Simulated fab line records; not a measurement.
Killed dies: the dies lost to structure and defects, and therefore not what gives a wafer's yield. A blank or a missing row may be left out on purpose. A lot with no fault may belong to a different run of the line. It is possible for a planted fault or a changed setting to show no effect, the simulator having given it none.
Matching of chambers || flow n5-finfet || uv-cure-03 running N5_BEOL_M5_CURE_80: 3 sister chambers
The step cures SiCOH lowk, time 120 s. 6 wafers are shown with their chamber, then 9 later ones without.

== WAFERS PAIRED WITH THEIR CHAMBERS ==
{"wafer": "L091.4", "chamber": 2, "wafer_temp_C_max": 372.1, "lamp-power-pct (%)": 52.36}
{"wafer": "L091.5", "chamber": 2, "wafer_temp_C_max": 371.9, "lamp-power-pct (%)": 52.41}
{"wafer": "L090.4", "chamber": 1, "wafer_temp_C_max": 371.5, "lamp-power-pct (%)": 52.26}
{"wafer": "L090.5", "chamber": 1, "wafer_temp_C_max": 371.0, "lamp-power-pct (%)": 52.26}
{"wafer": "L093.4", "chamber": 0, "wafer_temp_C_max": 371.4, "lamp-power-pct (%)": 52.26}
{"wafer": "L093.6", "chamber": 0, "wafer_temp_C_max": 371.6, "lamp-power-pct (%)": 52.30}

== WAFERS WHOSE CHAMBER IS MISSING ==
{"wafer": "L094.1", "wafer_temp_C_max": 371.3, "lamp-power-pct (%)": 52.27}
{"wafer": "L094.4", "wafer_temp_C_max": 371.5, "lamp-power-pct (%)": 52.31}
{"wafer": "L094.5", "wafer_temp_C_max": 371.3, "lamp-power-pct (%)": 52.32}
{"wafer": "L095.1", "wafer_temp_C_max": 371.3, "lamp-power-pct (%)": 52.35}
{"wafer": "L095.4", "wafer_temp_C_max": 371.4, "lamp-power-pct (%)": 52.37}
{"wafer": "L095.6", "wafer_temp_C_max": 371.5, "lamp-power-pct (%)": 52.31}
{"wafer": "L096.3", "wafer_temp_C_max": 372.2, "lamp-power-pct (%)": 52.27}
{"wafer": "L096.5", "wafer_temp_C_max": 371.9, "lamp-power-pct (%)": 52.37}
{"wafer": "L096.6", "wafer_temp_C_max": 371.8, "lamp-power-pct (%)": 52.31}

== WHICH CHAMBER EACH ONE RAN IN ==
{"wafer": "L094.1", "from the rows above": "can't be placed: 1 or 0", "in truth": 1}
{"wafer": "L094.4", "from the rows above": "can't be placed: 0 or 1", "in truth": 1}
{"wafer": "L094.5", "from the rows above": "can't be placed: 0 or 1", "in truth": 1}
{"wafer": "L095.1", "from the rows above": "can't be placed: 0 or 2 or 1", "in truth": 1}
{"wafer": "L095.4", "from the rows above": "can't be placed: 2 or 0 or 1", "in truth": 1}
{"wafer": "L095.6", "from the rows above": "can't be placed: 0 or 1", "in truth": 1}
{"wafer": "L096.3", "from the rows above": "can't be placed: 0 or 1 or 2", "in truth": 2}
{"wafer": "L096.5", "from the rows above": 2, "in truth": 2}
{"wafer": "L096.6", "from the rows above": "can't be placed: 0 or 2 or 1", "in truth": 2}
Correct placement for 1 of the 9. Cannot be placed on the basis of these rows: 8; the candidates contain the true chamber in 8. 0 placed wrongly.
How it was worked out, from the rows above alone: a wafer's distance from a chamber is the root of the sum, over the readings, of the square of ((its reading less the chamber's mean) divided by the reading's scatter). If the next closest chamber is less than 2 further off than the closest, the wafer can't be placed; otherwise it belongs to the closest. For every chamber, the mean is computed from those of its wafers that are shown. The scatter: the root of (the sum of the squares of (reading less its chamber's mean) over the shown wafers, divided by (wafers less chambers)).
